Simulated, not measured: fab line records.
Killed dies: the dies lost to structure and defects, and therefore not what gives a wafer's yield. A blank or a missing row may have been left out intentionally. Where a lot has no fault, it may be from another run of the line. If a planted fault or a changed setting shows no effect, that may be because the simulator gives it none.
fab line records    flow nandHarc    part 2 of 2: steps 25 to 25 of 25
[record] lots = 7  wafers = 21  lastDay = 32
route steps=1302 shown P_M1@313 P_M2@318 END@1302
lots with no fault: from the same line, run without faults
startH: the number of hours between the record's first day and the start of the first shown wafer of the lot    waitH: hours elapsed since this lot's preceding step    " same as the row above    L1.1+2: several wafers, shown together as one row    - value missing, or start not given    * or withheld: withheld    < > ~ a bound
route shown NAME@n: a module of which the file shows steps, and the number in the route of the first    usual: mean/standard deviation taken from wafers without a fault    same: alike in all rows    chamber/n: place in a boat    sites: per-site readings    _std_site: standard deviation of those values    _edge_site: inner sites' mean taken away from outer sites' mean    radiusMm: how far each site lies from the wafer's centre    mask NAME#n: copy n    behind: the most recent tool/chamber to have shaped the wafer    hold: cause of the lot's hold/its duration in hours/its outcome    device: the transistor (n, p or np) that didn't switch    end of line: tests run on the same wafers once the route is complete    a step without rows: its recipe alone    killed: at the first sort, the dies lost to defects and structure; wafer yield is something else    map: the dies of a wafer, with x for killed, . for not killed, _ for no die there
set.NAME: the setting that was run; set.NAME@STEP: the one run at that earlier step    model.NAME: the simulator's own value behind a step, which no gauge read
lots seen at some steps along the route; tables by step, rows by wafer
services: from which hour (startH, from the record's first day; less than 0 if before it) a tool's chamber was out of use, for how many hours, and why
[[steps]]
[step NHARC_END_SORT_01]
[recipe] tempC = 25
[usual] defectLimitedYield = 91.1/2.9  killedAtArray = 55/19  killedAtOther = 0.8/1.1  killedAtPeriphery = 4.0/2.6  killedDies = 60/20  killedOpen = 3.4/1.7  killedShort = 2.6/1.5
[same] grossDies = 677
lot.wafer  tool       chamber  startH  waitH  defectLimitedYield[%]  killedAtArray  killedAtOther  killedAtPeriphery  killedDies  killedOpen  killedShort
L681.1     prober-02  0        589.69  2.5    92.5                   48             0              3                  51          2           1
L681.3     prober-02  0        591.30  3.1    92.3                   50             0              2                  52          1           6
L681.6     prober-02  0        593.73  4.0    93.1                   45             0              2                  47          2           3
L686.1     prober-01  0        622.35  2.5    94.2                   38             0              1                  39          2           1
L686.4     prober-01  0        624.75  3.4    91.9                   47             1              7                  55          3           3
L686.6     prober-01  0        626.35  4.0    92.3                   51             1              0                  52          1           5
L687.1     prober-02  0        644.00  2.5    88.2                   73             3              4                  80          3           3
L687.2     prober-02  0        644.81  2.8    88.2                   76             0              4                  80          3           3
L687.4     prober-02  0        646.42  3.4    86.0                   89             1              5                  95          3           3
L688.1     prober-01  0        652.88  2.5    93.6                   33             0              10                 43          3           2
L688.3     prober-01  0        654.47  3.1    93.9                   38             0              3                  41          3           2
L688.6     prober-01  0        656.86  4.0    93.6                   41             0              2                  43          1           3
L694.2     prober-02  0        701.89  2.8    91.4                   51             0              7                  58          3           1
L694.4     prober-02  0        703.48  3.4    90.8                   54             1              7                  62          6           2
L694.5     prober-02  0        704.27  3.7    93.5                   36             0              8                  44          3           1
L697.1     prober-02  0        739.60  2.5    83.5                   103            0              9                  112         3           1
L697.2     prober-02  0        740.40  2.8    85.1                   94             0              7                  101         3           2
L697.6     prober-02  0        743.58  4.0    86.4                   85             1              6                  92          2           0
L700.3     prober-01  0        763.80  3.1    95.1                   28             0              5                  33          4           0
L700.4     prober-01  0        764.60  3.4    94.4                   32             0              6                  38          6           2
L700.6     prober-01  0        766.18  4.0    95.0                   30             0              4                  34          2           2
// killed by level:class
L681.1 A_CHANNEL_HOLE_D2:chamberFilmFlake=38 A_ZERO_WELL:chamberFilmFlake=3 A_CONTACT:chamberFilmFlake=3 P_M0:geometricParticle:open=2 A_CHANNEL_FILL_D2:geometricParticle:short=1 P_GATE:chamberFilmFlake=1 A_CHANNEL_HOLE_D1:chamberFilmFlake=1 A_CHANNEL_FILL_D1:chamberFilmFlake=1
L681.3 A_CHANNEL_HOLE_D2:chamberFilmFlake=33 A_SGD_CUT:chamberFilmFlake=5 A_ONON_D2:geometricParticle:short=4 A_CONTACT:chamberFilmFlake=3 P_CONTACT:geometricParticle:open=1 A_DECK1_JOINT:geometricParticle:short=1 A_WL_FILL:geometricParticle:short=1 P_STI:chamberFilmFlake=1
L681.6 A_CHANNEL_HOLE_D2:chamberFilmFlake=31 A_CONTACT:chamberFilmFlake=5 A_DECK1_JOINT:chamberFilmFlake=2 P_STI:geometricParticle:open=1 A_CHANNEL_FILL_D2:geometricParticle:short=1 A_WL_FILL:geometricParticle:short=1 A_CONTACT:geometricParticle:open=1 A_M1:geometricParticle:short=1
L686.1 A_CHANNEL_HOLE_D2:chamberFilmFlake=30 A_CONTACT:chamberFilmFlake=3 P_M0:geometricParticle:open=1 A_WL_FILL:geometricParticle:open=1 A_M1:geometricParticle:short=1 A_ZERO_WELL:chamberFilmFlake=1 A_CHANNEL_HOLE_D1:chamberFilmFlake=1 A_SLIT:chamberFilmFlake=1
L686.4 A_CHANNEL_HOLE_D2:chamberFilmFlake=32 P_ZERO_WELL:chamberFilmFlake=4 A_ZERO_WELL:chamberFilmFlake=3 A_CHANNEL_HOLE_D1:chamberFilmFlake=3 A_STAIRCASE:chamberFilmFlake=2 P_GATE:geometricParticle:open=1 P_M0:geometricParticle:open=1 A_ONON_D2:geometricParticle:short=1
L686.6 A_CHANNEL_HOLE_D2:chamberFilmFlake=32 A_CHANNEL_HOLE_D1:chamberFilmFlake=6 A_CONTACT:chamberFilmFlake=3 A_WL_FILL:chamberFilmFlake=2 A_ONON_D1:geometricParticle:open=1 A_ONON_D1:geometricParticle:short=1 A_CHANNEL_FILL_D1:geometricParticle:short=1 A_CHANNEL_FILL_D2:geometricParticle:short=1
L687.1 A_CHANNEL_HOLE_D1:chamberFilmFlake=35 A_SLIT:chamberFilmFlake=21 A_CHANNEL_HOLE_D2:chamberFilmFlake=8 THIN_TSV:chamberFilmFlake=3 A_CHANNEL_FILL_D2:geometricParticle:open=2 P_M1:chamberFilmFlake=2 A_CONTACT:chamberFilmFlake=2 P_M1:geometricParticle:open=1
L687.2 A_SLIT:chamberFilmFlake=31 A_CHANNEL_HOLE_D1:chamberFilmFlake=27 A_CHANNEL_HOLE_D2:chamberFilmFlake=6 A_WL_FILL:chamberFilmFlake=4 P_M1:chamberFilmFlake=3 P_M0:geometricParticle:open=1 A_ONON_D1:geometricParticle:short=1 A_CHANNEL_FILL_D1:geometricParticle:short=1
L687.4 A_SLIT:chamberFilmFlake=45 A_CHANNEL_HOLE_D1:chamberFilmFlake=21 A_CHANNEL_HOLE_D2:chamberFilmFlake=13 P_M1:chamberFilmFlake=4 A_WL_FILL:chamberFilmFlake=2 A_CONTACT:chamberFilmFlake=2 P_CONTACT:geometricParticle:open=1 A_STAIRCASE:chamberFilmFlake=1
L688.1 A_CHANNEL_HOLE_D2:chamberFilmFlake=12 A_CHANNEL_HOLE_D1:chamberFilmFlake=7 P_ZERO_WELL:chamberFilmFlake=6 P_M1:chamberFilmFlake=3 A_DECK1_JOINT:chamberFilmFlake=2 A_SLIT:chamberFilmFlake=2 A_WL_FILL:chamberFilmFlake=2 A_CONTACT:chamberFilmFlake=2
L688.3 A_CHANNEL_HOLE_D2:chamberFilmFlake=18 A_CHANNEL_HOLE_D1:chamberFilmFlake=7 A_SLIT:chamberFilmFlake=4 A_CONTACT:chamberFilmFlake=4 P_ZERO_WELL:chamberFilmFlake=2 P_CONTACT:geometricParticle:short=1 A_ONON_D1:geometricParticle:open=1 A_CHANNEL_FILL_D1:geometricParticle:open=1
L688.6 A_CHANNEL_HOLE_D2:chamberFilmFlake=18 A_CHANNEL_HOLE_D1:chamberFilmFlake=10 A_WL_FILL:chamberFilmFlake=6 A_CONTACT:chamberFilmFlake=2 A_SGD_CUT:geometricParticle:short=1 A_WL_FILL:geometricParticle:short=1 A_CONTACT:geometricParticle:short=1 A_M0:geometricParticle:open=1
L694.2 A_CHANNEL_HOLE_D2:chamberFilmFlake=23 A_CHANNEL_HOLE_D1:chamberFilmFlake=14 A_SLIT:chamberFilmFlake=4 A_WL_FILL:chamberFilmFlake=3 A_CONTACT:chamberFilmFlake=3 P_M1:chamberFilmFlake=2 P_CONTACT:geometricParticle:open=1 P_M2:geometricParticle:short=1
L694.4 A_CHANNEL_HOLE_D2:chamberFilmFlake=22 A_CHANNEL_HOLE_D1:chamberFilmFlake=12 A_SLIT:chamberFilmFlake=5 P_BONDPAD:chamberFilmFlake=3 A_STAIRCASE:chamberFilmFlake=3 A_CONTACT:chamberFilmFlake=3 A_CHANNEL_FILL_D1:geometricParticle:open=2 P_GATE:chamberFilmFlake=2
L694.5 A_CHANNEL_HOLE_D2:chamberFilmFlake=18 A_CHANNEL_HOLE_D1:chamberFilmFlake=10 A_SLIT:chamberFilmFlake=4 P_BONDPAD:chamberFilmFlake=3 P_M0:geometricParticle:open=2 A_CONTACT:chamberFilmFlake=2 P_CONTACT:geometricParticle:open=1 P_M2:geometricParticle:short=1
L697.1 A_CHANNEL_HOLE_D1:chamberFilmFlake=34 A_SLIT:chamberFilmFlake=29 A_CHANNEL_HOLE_D2:chamberFilmFlake=15 A_STAIRCASE:chamberFilmFlake=7 A_CONTACT:chamberFilmFlake=6 A_WL_FILL:chamberFilmFlake=4 P_GATE:chamberFilmFlake=3 P_M2:chamberFilmFlake=3
L697.2 A_CHANNEL_HOLE_D1:chamberFilmFlake=38 A_SLIT:chamberFilmFlake=20 A_CHANNEL_HOLE_D2:chamberFilmFlake=16 A_CONTACT:chamberFilmFlake=7 A_STAIRCASE:chamberFilmFlake=3 A_WL_FILL:chamberFilmFlake=3 P_GATE:chamberFilmFlake=2 P_CONTACT:chamberFilmFlake=2
L697.6 A_CHANNEL_HOLE_D1:chamberFilmFlake=32 A_SLIT:chamberFilmFlake=24 A_CHANNEL_HOLE_D2:chamberFilmFlake=12 A_CONTACT:chamberFilmFlake=10 A_STAIRCASE:chamberFilmFlake=4 P_GATE:chamberFilmFlake=3 A_WL_FILL:chamberFilmFlake=3 P_GATE:geometricParticle:open=1
L700.3 A_CHANNEL_HOLE_D1:chamberFilmFlake=9 A_CONTACT:chamberFilmFlake=5 P_M0:chamberFilmFlake=3 A_STAIRCASE:chamberFilmFlake=3 A_ZERO_WELL:chamberFilmFlake=2 A_CHANNEL_HOLE_D2:chamberFilmFlake=2 A_CHANNEL_FILL_D2:chamberFilmFlake=2 A_SLIT:chamberFilmFlake=2
L700.4 A_CHANNEL_HOLE_D1:chamberFilmFlake=10 A_SLIT:chamberFilmFlake=6 A_STAIRCASE:chamberFilmFlake=3 A_CONTACT:chamberFilmFlake=3 A_ONON_D2:geometricParticle:open=2 P_M0:chamberFilmFlake=2 P_STI:geometricParticle:open=1 P_M0:geometricParticle:open=1
L700.6 A_CHANNEL_HOLE_D1:chamberFilmFlake=14 A_SLIT:chamberFilmFlake=5 P_M0:chamberFilmFlake=3 A_CHANNEL_FILL_D2:chamberFilmFlake=3 A_SGD_CUT:geometricParticle:short=2 A_STAIRCASE:chamberFilmFlake=2 P_CONTACT:geometricParticle:open=1 A_ONON_D1:geometricParticle:open=1
[[services]]
tool            chamber  startH  hours  kind
pecvd-01        1        119.52  16.4   repair
rieDiel-05      3        123.40  7.5    repair
pecvd-01        -        130.12  13.0   pm
rieDiel-05      2        155.53  7.6    repair
pecvd-04        2        157.27  12.5   repair
rieDiel-10      2        181.87  9.0    repair
pecvd-03        -        185.43  13.0   pm
arfiScanner-03  -        196.00  4.0    pm
rieDiel-10      0        207.71  4.6    repair
pecvd-03        -        209.55  0.5    repair
rieDiel-05      -        229.60  9.0    pm
rieDiel-10      -        242.50  9.0    pm
pecvd-04        -        269.12  13.0   pm
rieDiel-05      -        289.06  3.4    repair
arfiScanner-03  -        291.77  7.0    repair
rieDiel-07      -        294.22  9.0    pm
pecvd-01        2        308.65  4.2    repair
arfiScanner-03  -        311.13  0.7    repair
pecvd-01        -        311.45  13.0   pm
pecvd-04        -        313.03  0.6    repair
pecvd-04        -        319.65  0.9    repair
arfiScanner-03  -        320.40  0.9    repair
pecvd-04        1        322.90  18.7   repair
rieDiel-07      2        322.94  11.5   repair
